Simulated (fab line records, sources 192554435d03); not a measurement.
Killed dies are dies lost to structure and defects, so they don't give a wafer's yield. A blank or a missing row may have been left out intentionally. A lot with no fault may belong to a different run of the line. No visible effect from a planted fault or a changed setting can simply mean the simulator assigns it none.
fab line records | flow n5Finfet
[record] lots = 8 wafers = 22 lastDay = 17
route steps=1938 shown BEOL_M4@1111 BEOL_M15@1807 MIM_TOP@1834 TV_OPEN@1887 PAD_METAL@1893 PASSIVATION@1936
lots that met no fault: from a run of the same line without faults
startH: the number of hours between the record's first day and the start of the first shown wafer of the lot | waitH: hours since the lot's step before | " unchanged from the row above | L1.1+2: a row that stands for several wafers | - either no value or no given start | * or withheld: withheld | < > ~ a bound
route shown NAME@n: names a module that has steps shown in the file, with the first one's number in the route | usual: mean/standard deviation taken from wafers without a fault | same: alike in all rows | chamber/n: place in a boat | sites: the reading at each site | _std_site: the values' standard deviation | _edge_site: the outer-site mean with the inner-site mean subtracted | radiusMm: how far each site lies from the wafer's centre | mask NAME#n: copy n | behind: tool/chamber where the wafer was last shaped | hold: reason for holding the lot/hours on hold/outcome of the hold | device: names the non-switching transistor (n, p or np) | end of line: the tests these same wafers got at the end of their route | a step with no rows: only its recipe | killed: dies lost to structure and defects at the first sort, not the wafer's yield | map: a wafer's dies, marking killed ones x, the rest . and places with no die _
set.NAME: the run value of the setting; set.NAME@STEP: its run value at that earlier step | model.NAME: the simulator's own value behind a step, which no gauge read
steps of the route over a sample of lots; a table a step, a row a wafer
services: the hour from which a tool's chamber was out of use, counted from the record's first day as startH (under 0 if before that day), plus the number of hours and why
[[steps]]
[step N5_BEOL_M4_RC_MEAS_101]
[usual] DIBL_N = 36.0/1.9 DIBL_P = 35.6/2.4 IOFF_N = 0.16/0.036 IOFF_P = 0.21/0.04 ION_N = 673/14 ION_P = 460/8.9 SS_N = 71.5/0.67 SS_P = 73.2/0.73 VT_N = 249/3.6 VT_P = -250/3.7
// columns lot.wafer tool chamber startH waitH DIBL_N[mV/V] DIBL_P[mV/V] IOFF_N[nA/um] IOFF_P[nA/um] ION_N[uA/um] ION_P[uA/um] SS_N[mV/dec] SS_P[mV/dec] VT_N[mV] VT_P[mV]
L630.2 prober-01 0 184.11 0.2 33.6 33.5 0.14 0.19 665 457 70.7 72.8 250 -251
L630.3 " 0 " " 33.5 33.5 0.15 0.19 677 464 71.2 73.3 249 -249
L631.1 prober-01 0 190.21 0.0 36.7 37.2 0.18 0.23 685 469 72.5 73.4 247 -248
L631.2 " 0 " " 34.4 34.3 0.12 0.18 660 457 71.1 73.0 254 -251
L637.2 prober-01 0 227.67 0.2 35.5 35.0 0.14 0.18 663 460 71.0 72.9 250 -253
L637.4 " 0 " " 38.2 38.7 0.18 0.23 682 470 71.9 74.3 250 -249
L637.5 " 0 " " 33.9 32.8 0.11 0.15 653 453 70.6 72.7 255 -254
L638.2 prober-01 0 231.46 0.2 37.1 36.9 0.19 0.23 683 465 71.3 74.6 246 -250
L638.3 " 0 " " 40.2 39.4 0.22 0.28 673 464 71.7 74.8 246 -246
L638.6 " 0 " " 37.7 37.0 0.19 0.22 681 464 71.9 74.1 247 -247
L641.1 prober-01 0 247.05 0.2 35.7 35.6 0.18 0.18 687 467 71.5 73.8 246 -254
L641.2 " 0 " " 38.1 37.6 0.21 0.20 684 460 72.3 73.6 246 -252
L641.3 " 0 " " 35.8 35.8 0.17 0.18 689 460 71.5 73.9 246 -252
L647.2 prober-01 0 286.13 0.2 33.6 33.4 0.13 0.21 656 457 71.0 73.3 249 -245
L647.5 " 0 " " 33.4 34.0 0.12 0.21 667 469 70.7 72.3 253 -245
L647.6 " 0 " " 35.7 36.4 0.15 0.25 667 461 72.1 74.2 248 -247
L648.4 prober-02 0 295.78 0.5 38.9 38.7 0.20 0.23 689 460 71.7 74.6 243 -252
L648.5 " 0 " " 36.5 34.8 0.15 0.17 670 447 71.3 73.3 250 -254
L648.6 " 0 " " 37.4 36.9 0.17 0.20 668 459 72.0 73.7 247 -252
L649.2 prober-02 0 310.84 0.2 34.9 36.5 0.16 0.20 684 467 71.0 72.7 248 -249
L649.4 " 0 " " 34.4 35.7 0.15 0.19 678 459 71.3 72.7 251 -254
L649.6 " 0 " " 34.5 35.4 0.14 0.18 664 456 71.2 72.9 250 -253
[step N5_BEOL_M15_DESCUM_33]
[recipe] chemistry = O2 timeS = 7.9 sourcePowerW = 50 biasPowerW = 20 pressureMtorr = 20 rfFrequencyHz = 2.712e+07 tempC = 40 o2FlowSccm = 225
[usual] drypumpMotorCurrentA = 5.5/0.56 oesProductAu = 0.82/0.093 rfFwdPowerW = 49.35/0.29 rfVppV = 243.3/1.7 showerheadPlenumPTorr = 2.10/0.09 throttleValvePct = 20.44/0.2
// columns lot.wafer tool chamber startH waitH drypumpMotorCurrentA oesProductAu rfFwdPowerW rfHoursCounterH rfVppV showerheadPlenumPTorr throttleValvePct
L630.2 rieDiel-06 1 266.48 0.1 5.4 0.76 49.35 125 244.0 2.17 20.24
L630.3 " 0 " " 6.2 0.69 49.63 247 240.8 1.96 20.82
L631.1 rieDiel-03 0 279.61 0.0 5.9 0.67 49.68 217 244.9 2.18 20.43
L631.2 " 3 " " 6.4 1.01 49.74 2 245.0 2.24 20.18
L637.2 rieDiel-02 0 302.06 0.1 5.7 0.72 48.83 181 240.5 1.93 20.79
L637.4 " 0 " " 5.7 0.72 49.11 - 238.3 1.93 20.80
L637.5 " 1 " " 5.4 0.91 49.64 - 241.6 2.06 20.53
L638.2 rieDiel-03 3 307.23 0.0 6.5 0.97 49.66 11 246.1 2.24 20.21
L638.3 " 1 " " 5.1 0.83 49.27 78 246.0 2.20 20.22
L638.6 " 0 " " 5.9 0.67 49.61 - 243.7 2.17 20.44
L641.1 rieDiel-02 1 326.83 0.0 5.5 0.89 49.51 22 242.5 2.06 20.54
L641.2 " 3 " " 6.0 0.88 49.41 38 244.4 2.12 20.10
L641.3 " 2 " " 5.7 0.78 49.53 126 242.4 2.01 20.50
L647.2 rieDiel-06 1 367.91 0.1 5.4 0.75 49.38 157 244.1 2.16 20.29
L647.5 " 3 " " 4.8 0.79 49.20 - 244.7 2.09 20.52
L647.6 " 2 " " 4.7 0.90 49.39 - 242.1 2.05 20.35
L648.4 rieDiel-06 1 377.58 0.0 5.4 0.73 49.47 160 245.1 2.16 20.27
L648.5 " 1 " " 5.4 0.73 49.51 - 244.9 2.16 20.25
L648.6 " 2 " " 4.7 0.89 49.21 - 243.0 2.05 20.38
L649.2 rieDiel-06 0 391.78 0.0 6.3 0.91 49.39 28 244.4 2.21 20.48
L649.4 " 1 " " 5.4 0.73 49.39 164 245.1 2.16 20.28
L649.6 " 3 " " 4.8 0.78 48.94 - 242.9 2.09 20.53
[step N5_MIM_TOP_ALD_00]
[recipe] material = Al2O3 targetThkA = * tempC = withheld aldPrecursorFamily = TMA aldCoReactant = O3 pulseTimeS = withheld purgeTimeS = 3 coReactantPurgeTimeS = withheld coReactantPulseTimeS = 3 aldCycles = withheld
[usual] precursorPulseHeightRel = 1.000/0.021
// columns lot.wafer tool chamber startH waitH precursorPulseHeightRel
L630.2 aldHk-03 3 272.60 0.1 0.990
L630.3 " 2 " " 0.986
L631.1 aldHk-02 2 285.46 0.1 0.982
L631.2 " 0 " " 1.002
L637.2 aldHk-02 1 309.88 0.1 1.014
L637.4 " 3 " " 1.007
L637.5 " 2 " " 1.009
L638.2 aldHk-01 2 310.91 0.1 1.011
L638.3 " 3 " " 0.989
L638.6 " 3 " " 1.034
L641.1 aldHk-03 0 334.14 0.1 1.012
L641.2 " 3 " " 0.973
L641.3 " 1 " " 0.980
L647.2 aldHk-01 1 372.66 0.1 0.990
L647.5 " 3 " " 1.026
L647.6 " 2 " " 0.999
L648.4 aldHk-02 1 382.06 0.1 0.989
L648.5 " 2 " " 0.998
L648.6 " 1 " " 0.998
L649.2 aldHk-03 1 400.11 0.1 0.999
L649.4 " 0 " " 0.998
L649.6 " 3 " " 0.979
[step N5_PASSIVATION_PASS_ETCH_74]
[recipe] chemistry = CF4/O2 target = SiNx targetDepthA = 2200 timeS = 110 ionEnergyEv = 100 pressureMtorr = 40 sourceW = 535 biasW = 49 Ar_flow_sccm = 100 cf4FlowSccm = 100 O2_flow_sccm = 10
[usual] O2_flow_sccm = 10.00/0.031 biasW = 48.99/0.15 drypumpMotorCurrentA = 5.6/0.49 oesProductAu = 0.80/0.086 rfFwdPowerW = 532.4/2 rfVppV = 237/5.2 showerheadPlenumPTorr = 2.20/0.1 throttleValvePct = 16.03/0.22
// columns lot.wafer tool chamber startH waitH O2_flow_sccm biasW drypumpMotorCurrentA oesProductAu rfFwdPowerW rfHoursCounterH rfVppV showerheadPlenumPTorr throttleValvePct
L630.2 rieDiel-02 1 278.14 0.0 10.00 49.23 5.5 0.93 530.5 5 231 2.17 15.97
L630.3 " 0 " " 10.02 49.07 5.7 0.72 530.0 171 242 2.04 16.37
L631.1 rieDiel-02 0 290.85 0.0 10.02 49.22 5.7 0.71 527.2 177 241 2.04 16.36
L631.2 " 3 " " 9.98 48.98 6.0 0.87 533.1 32 246 2.26 15.70
L637.2 rieDiel-02 0 317.45 0.0 - - - - - - - - -
L637.4 " 2 " " - - - - - - - - -
L637.5 " 0 " " - - - - - - - - -
L638.2 rieDiel-03 1 317.61 0.0 - - - - - - - - -
L638.3 " 0 " " - - - - - - - - -
L638.6 " 3 " " - - - - - - - - -
L641.1 rieDiel-03 1 337.57 0.0 - - - - - - - - -
L641.2 " 3 " " - - - - - - - - -
L641.3 " 0 " " - - - - - - - - -
L647.2 rieDiel-03 1 377.13 0.0 9.95 49.04 5.0 0.78 529.3 96 234 2.31 15.81
L647.5 " 3 " " 9.93 48.99 6.5 0.88 531.9 - 233 2.33 15.72
L647.6 " 0 " " 10.01 48.83 5.9 0.66 533.4 - 232 2.27 16.12
L648.4 rieDiel-03 0 386.96 0.0 10.03 48.68 6.0 0.65 535.0 249 233 2.27 16.13
L648.5 " 3 " " 10.01 48.65 6.5 0.88 534.6 - 235 2.33 15.73
L648.6 " 2 " " 10.00 49.01 5.3 0.75 533.8 - 240 2.12 16.11
L649.2 rieDiel-02 1 407.90 0.0 9.94 49.23 5.5 0.82 533.3 45 229 2.15 16.05
L649.4 " 0 " " 10.01 48.95 5.8 0.67 531.1 - 241 2.03 16.45
L649.6 " 3 " " 10.00 49.03 6.0 0.81 532.5 - 246 2.24 15.78
[step N5_PASSIVATION_VIA_ETCH_13]
[recipe] chemistry = CHF3/O2 target = SiO2 targetDepthA = 6600 CHF3_flow_sccm = 50 O2_flow_sccm = 5 Ar_flow_sccm = 200 timeS = 330 maskMaterial = PR pressureMtorr = 30 sourceW = 650 biasW = 170 ionEnergyEv = 200 ends = cleared
[usual] CHF3_flow_sccm = 50.00/0.15 O2_flow_sccm = 5.000/0.015 biasW = 170.0/0.48 drypumpMotorCurrentA = 5.6/0.49 etchRfOnTimeS = 240/5.1 oesProductAu = 0.73/0.079 rfFwdPowerW = 648.3/2.1 rfVppV = 514/11 showerheadPlenumPTorr = 2.41/0.11 throttleValvePct = 18.91/0.21
// columns lot.wafer tool chamber startH waitH CHF3_flow_sccm O2_flow_sccm biasW drypumpMotorCurrentA etchRfOnTimeS oesProductAu rfFwdPowerW rfHoursCounterH rfVppV showerheadPlenumPTorr throttleValvePct
L630.2 rieDiel-02 1 278.23 0.0 50.09 4.982 170.3 5.4 244 0.83 653.3 5 499 2.37 18.92
L630.3 " 0 " " 50.09 4.991 170.0 5.7 238 0.65 646.2 171 525 2.23 19.25
L631.1 rieDiel-02 0 290.94 0.0 49.75 4.992 169.8 5.7 237 0.65 648.7 177 525 2.23 19.26
L631.2 " 3 " " 50.17 4.989 170.5 6.0 239 0.81 644.1 32 534 2.48 18.74
L637.2 rieDiel-02 0 317.54 0.0 49.90 4.964 - 5.7 825 0.27 - 188 523 2.22 19.18
L637.4 " 2 " " 50.04 4.992 - 5.6 825 0.30 - 124 501 2.31 18.75
L637.5 " 0 " " 49.83 4.998 - 5.7 825 0.27 - - 524 2.22 19.18
L638.2 rieDiel-03 1 317.70 0.0 50.12 4.971 - 5.0 825 0.31 - 81 509 2.54 18.58
L638.3 " 0 " " 50.13 4.986 - 5.9 825 0.26 - 230 509 2.48 18.78
L638.6 " 3 " " 50.05 4.982 - 6.5 825 0.36 - - 510 2.54 18.38
L641.1 rieDiel-03 1 337.66 0.0 50.14 4.985 - 5.0 825 0.30 - 87 507 2.53 18.61
L641.2 " 3 " " 50.19 5.001 - 6.5 825 0.35 - 21 507 2.53 18.40
L641.3 " 0 " " 49.90 4.997 - 6.0 825 0.26 - 236 508 2.48 18.77
L647.2 rieDiel-03 1 377.22 0.0 50.25 5.014 169.7 5.0 231 0.72 645.6 96 507 2.53 18.71
L647.5 " 3 " " 49.96 5.003 168.9 6.4 234 0.81 648.6 - 509 2.53 18.51
L647.6 " 0 " " 50.05 5.017 169.5 5.9 242 0.60 649.6 - 511 2.48 18.90
L648.4 rieDiel-03 0 387.05 0.0 49.89 5.020 170.1 6.0 247 0.59 650.1 249 511 2.48 18.90
L648.5 " 3 " " 49.88 4.999 170.4 6.5 241 0.80 647.4 - 509 2.53 18.49
L648.6 " 2 " " 49.91 5.010 170.1 5.3 241 0.70 643.7 - 522 2.33 19.12
L649.2 rieDiel-02 1 407.99 0.0 50.09 5.007 170.3 5.4 241 0.75 653.4 46 499 2.36 19.00
L649.4 " 0 " " 49.90 4.996 169.1 5.7 249 0.61 645.4 - 524 2.21 19.32
L649.6 " 3 " " 50.02 5.024 169.6 6.0 248 0.75 648.5 - 533 2.47 18.78
[step N5_PASSIVATION_ETCH_15]
[recipe] chemistry = CF4/N2 target = SiCN targetDepthA = 750 taperDeg = 2 timeS = 81.2 ionEnergyEv = 150 maskMaterial = SiNx pressureMtorr = 40 sourceW = 430 biasW = 70 Ar_flow_sccm = 100 cf4FlowSccm = 60 n2FlowSccm = 60
[usual] biasW = 69.96/0.23 cf4FlowSccm = 60.01/0.18 drypumpMotorCurrentA = 5.6/0.49 n2FlowSccm = 60.02/0.17 oesProductAu = 0.80/0.085 rfFwdPowerW = 428.1/1.5 rfVppV = 382.1/2.6 showerheadPlenumPTorr = 2.20/0.1 throttleValvePct = 15.46/0.22
// columns lot.wafer tool chamber startH waitH biasW cf4FlowSccm drypumpMotorCurrentA n2FlowSccm oesProductAu rfFwdPowerW rfHoursCounterH rfVppV showerheadPlenumPTorr throttleValvePct
L630.2 rieDiel-02 1 - - 69.65 59.85 5.5 60.06 0.91 426.4 5 382.3 2.16 15.41
L630.3 " 0 " " 70.01 59.93 5.7 59.88 0.71 425.6 172 378.5 2.04 15.81
L631.1 rieDiel-02 0 - - 69.79 60.00 5.7 60.03 0.71 426.9 177 376.9 2.04 15.83
L631.2 " 3 " " 69.74 60.24 6.0 60.15 0.88 428.0 32 383.6 2.27 15.22
L637.2 rieDiel-02 0 - - 70.22 59.99 5.7 60.18 0.26 425.6 188 377.7 2.04 15.84
L637.4 " 2 " " 69.94 59.88 5.7 59.99 0.30 430.9 124 379.3 2.12 15.39
L637.5 " 0 " " 70.32 60.15 5.7 60.38 0.27 426.6 - 376.9 2.04 15.81
L638.2 rieDiel-03 1 - - 70.07 60.29 5.0 60.07 0.31 429.5 81 383.5 2.32 15.20
L638.3 " 0 " " 70.21 59.79 5.9 60.09 0.25 428.0 230 384.4 2.28 15.51
L638.6 " 3 " " 69.91 60.07 6.5 59.90 0.36 429.7 - 386.2 2.34 15.07
L641.1 rieDiel-03 1 - - 69.71 59.78 5.0 59.86 0.30 429.3 87 383.6 2.32 15.23
L641.2 " 3 " " 69.66 59.86 6.4 59.97 0.34 427.7 21 385.0 2.34 15.09
L641.3 " 0 " " 69.72 60.33 6.0 60.19 0.25 429.8 236 385.1 2.27 15.52
L647.2 rieDiel-03 1 - - 70.20 60.24 5.0 60.29 0.78 428.4 96 384.0 2.32 15.25
L647.5 " 3 " " 69.76 60.00 6.4 59.72 0.88 428.8 - 385.9 2.33 15.16
L647.6 " 0 " " 70.28 60.17 5.9 59.93 0.66 428.9 - 382.2 2.27 15.54
L648.4 rieDiel-03 0 - - 69.57 59.92 5.9 59.91 0.66 428.3 249 382.2 2.27 15.56
L648.5 " 3 " " 69.70 60.10 6.5 60.39 0.88 428.3 - 385.5 2.33 15.14
L648.6 " 2 " " 70.15 59.79 5.3 60.10 0.76 428.1 - 380.8 2.12 15.60
L649.2 rieDiel-02 1 - - 69.97 59.79 5.4 59.99 0.83 429.1 46 380.9 2.15 15.46
L649.4 " 0 " " 69.87 60.10 5.7 60.06 0.68 426.1 - 377.9 2.03 15.91
L649.6 " 3 " " 69.90 60.16 6.0 59.60 0.82 429.3 - 383.0 2.26 15.28
[step N5_PASSIVATION_DEGAS_18]
[recipe] ambient = vacuum tempC = 300 timeS = 60
[usual] heaterPowerW = 479/48
// columns lot.wafer tool chamber startH waitH heaterPowerW
L630.2 pvdSputter-01 - 279.08 0.5 453
L630.3 " - " " 423
L631.1 pvdSputter-03 - 291.80 0.5 570
L631.2 " - " " 512
L647.2 pvdSputter-01 - 378.04 0.4 433
L647.5 " - " " 432
L647.6 " - " " 459
L648.4 pvdSputter-02 - 387.97 0.5 494
L648.5 " - " " 407
L648.6 " - " " 431
L649.2 pvdSputter-01 - 408.88 0.5 519
L649.4 " - " " 551
L649.6 " - " " 448
[step N5_PASSIVATION_PROBE_49]
[usual] defectLimitedYield = 91.2/1.4 killed_at_M0_to_M3 = 32/9.3 killed_at_M4_up = 14/4.9 killedAtContacts = 15/7.5 killedAtFrontEnd = 40/11 killedAtOther = 4/3.3 killedDies = 104/17 killedOnRim = 13/4.2 killedOpen = 68/14 killedShort = 33/7.9 sort_bin_5_function = 5.2/0.99 sort_bin_6_memory = 3.2/0.65 sortNPass = 1076/17 sortYieldPct = 91.1/1.5
[same] grossDies = 1180 killedAtBackSide = 0 sort_bin_4_leakage[%] = 0 sort_bin_8_speed[%] = 0
// columns lot.wafer tool chamber startH waitH defectLimitedYield[%] killed_at_M0_to_M3 killed_at_M4_up killedAtContacts killedAtFrontEnd killedAtOther killedDies killedOnRim killedOpen killedShort sort_bin_5_function[%] sort_bin_6_memory[%] sortNPass sortYieldPct[%]
L638.2 prober-01 - 324.11 0.1 0 28 12 9 50 1081 1180 152 58 40 96.9 2.8 0 0
L638.3 prober-01 - 324.16 0.1 0 22 10 11 39 1098 1180 152 61 20 97.3 2.5 0 0
L638.6 prober-01 - 324.31 0.3 0 35 16 7 37 1085 1180 152 64 31 96.8 2.8 0 0
L637.2 prober-02 - 324.91 0.1 0 34 22 14 27 1083 1180 152 56 44 96.7 2.9 0 0
L637.4 prober-02 - 325.01 0.2 0 26 13 11 46 1084 1180 152 61 38 96.4 3.2 0 0
L637.5 prober-02 - 325.06 0.2 0 34 12 25 46 1063 1180 152 79 38 95.9 3.8 0 0
L641.1 prober-01 - 343.91 0.0 0 31 11 14 38 1086 1180 152 67 28 96.5 3.2 0 0
L641.2 prober-01 - 343.96 0.1 0 16 9 9 42 1104 1180 152 46 29 96.9 2.8 0 0
L641.3 prober-01 - 344.01 0.1 0 17 1 12 28 1122 1180 152 35 23 97.2 2.6 0 0
// killed by level:class
L638.2 TV_OPEN:areaEtch=1078 FIN_SAQP:geometricParticle:short=19 BEOL_M0_SAQP:geometricParticle:open=11 MOL_CONTACT_COAG:geometricParticle:open=9 FIN_SAQP:geometricParticle:open=6 GATE_CUT:geometricParticle:short=6 BEOL_M1:geometricParticle:open=5 BEOL_M5:geometricParticle:open=5
L638.3 TV_OPEN:areaEtch=1097 FIN_SAQP:geometricParticle:open=13 FIN_SAQP:geometricParticle:short=10 MOL_CONTACT_COAG:geometricParticle:open=10 BEOL_M2:geometricParticle:open=8 BEOL_M3:geometricParticle:open=6 GATE_CUT:geometricParticle:open=5 BEOL_M1:geometricParticle:open=4
L638.6 TV_OPEN:areaEtch=1084 BEOL_M0_SAQP:geometricParticle:open=10 BEOL_M0_SAQP:geometricParticle:short=9 FIN_SAQP:geometricParticle:open=8 BEOL_M4:geometricParticle:open=8 DUMMY_GATE:geometricParticle:open=6 MOL_CONTACT_COAG:geometricParticle:open=6 BEOL_M2:geometricParticle:open=6
L637.2 TV_OPEN:areaEtch=1080 BEOL_M0_SAQP:geometricParticle:short=11 BEOL_M4:geometricParticle:open=10 BEOL_M3:geometricParticle:open=8 MOL_CONTACT_COAG:geometricParticle:short=7 MOL_CONTACT_COAG:geometricParticle:open=7 FIN_SAQP:geometricParticle:open=5 FIN_SAQP:geometricParticle:short=5
L637.4 TV_OPEN:areaEtch=1079 FIN_SAQP:geometricParticle:short=15 FIN_SAQP:geometricParticle:open=11 MOL_CONTACT_COAG:geometricParticle:open=10 STI_FIN_REVEAL:geometricParticle:open=8 BEOL_M0_SAQP:geometricParticle:open=6 BEOL_M3:geometricParticle:open=6 GATE_CUT:geometricParticle:short=4
L637.5 TV_OPEN:areaEtch=1060 MOL_CONTACT_COAG:geometricParticle:open=23 FIN_SAQP:geometricParticle:open=12 FIN_SAQP:geometricParticle:short=12 BEOL_M0_SAQP:geometricParticle:open=6 BEOL_M3:geometricParticle:open=6 BEOL_M2:geometricParticle:open=6 BEOL_M1:geometricParticle:open=5
L641.1 TV_OPEN:areaEtch=1084 MOL_CONTACT_COAG:geometricParticle:open=11 FIN_SAQP:geometricParticle:open=10 STI_FIN_REVEAL:geometricParticle:open=10 BEOL_M3:geometricParticle:open=8 BEOL_M0_SAQP:geometricParticle:short=7 BEOL_M0_SAQP:geometricParticle:open=6 BEOL_M2:geometricParticle:open=5
L641.2 TV_OPEN:areaEtch=1102 FIN_SAQP:geometricParticle:short=9 FIN_SAQP:geometricParticle:open=7 MOL_CONTACT_COAG:geometricParticle:open=6 BEOL_M2:geometricParticle:open=5 STI_FIN_REVEAL:geometricParticle:open=4 BEOL_M3:geometricParticle:open=4 STI_FIN_REVEAL:geometricParticle:short=3
L641.3 TV_OPEN:areaEtch=1122 MOL_CONTACT_COAG:geometricParticle:open=11 BEOL_M0_SAQP:geometricParticle:open=6 BEOL_M0_SAQP:geometricParticle:short=6 FIN_SAQP:geometricParticle:open=4 FIN_CUT:geometricParticle:short=4 FIN_SAQP:geometricParticle:short=3 STI_FIN_REVEAL:geometricParticle:open=3
[[services]]
// columns tool chamber startH hours kind
rieDiel-02 1 245.26 - clean
rieDiel-03 3 257.80 - clean
rieDiel-03 3 257.80 - consumableReplace:focusRing
rieDiel-03 3 257.80 - consumableReplace:showerhead
rieDiel-03 3 257.80 16.7 scheduledDown
rieDiel-03 3 257.80 16.7 ventCycle
rieDiel-03 0 274.83 3.8 repair
rieDiel-06 3 276.39 6.5 repair
rieDiel-02 3 277.39 11.6 repair
rieDiel-06 3 289.56 18.8 repair
rieDiel-02 3 297.64 18.1 repair
rieDiel-02 1 303.65 4.8 repair
rieDiel-06 1 313.27 20.2 repair
rieDiel-02 0 320.60 12.9 repair
rieDiel-03 2 336.02 2.5 repair
rieDiel-03 1 354.76 13.3 repair
rieDiel-03 0 362.06 14.1 repair
aldHk-03 - 368.68 4.0 repair
rieDiel-02 2 380.92 7.2 repair
aldHk-02 - 389.09 1.2 repair
rieDiel-03 0 391.20 - clean
rieDiel-03 0 391.20 - consumableReplace:focusRing
rieDiel-03 0 391.20 13.9 scheduledDown
rieDiel-03 0 391.20 13.9 ventCycle
[[key]]
[firstSign] step = N5_PASSIVATION_PASS_ETCH_74 reading = toolRecord direction = missing
[effect] step = N5_PASSIVATION_VIA_ETCH_13 reading = etchRfOnTimeS direction = up sigmas = 99+ usual = * struck = *
[effect] step = N5_PASSIVATION_ETCH_15 reading = oesProductAu direction = down sigmas = 6 usual = 0.80 struck = 0.29
[effect] step = N5_PASSIVATION_PROBE_49 reading = killedAtOther direction = up sigmas = 99+ usual = 4 struck = 1090
[moreKillsBornAt] N5_PASSIVATION_PASS_ETCH_74@rieDiel-03 = 6567 N5_PASSIVATION_PASS_ETCH_74@rieDiel-02 = 3219
metAt N5_PASSIVATION_PASS_ETCH_74
struckLots L637,L638,L641
laterRowsLeftOut L637.2,L637.4,L637.5,L638.2,L638.3,L638.6,L641.1,L641.2,L641.3
notActingAt N5_BEOL_M15_DESCUM_33,N5_MIM_TOP_ALD_00,N5_PASSIVATION_DEGAS_18
onsetBetween 290.85 317.45
[fault] kind = skippedStepWhole tool = rieDiel-02,rieDiel-03 chamber = - onsetH = 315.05 steps = N5_PASSIVATION_PASS_ETCH_74 scope = struckLotsOnly
// laterRowsLeftOut: the simulator's readings of these wafers behind a module that went badly wrong aren't trusted and aren't shown, but for the sort
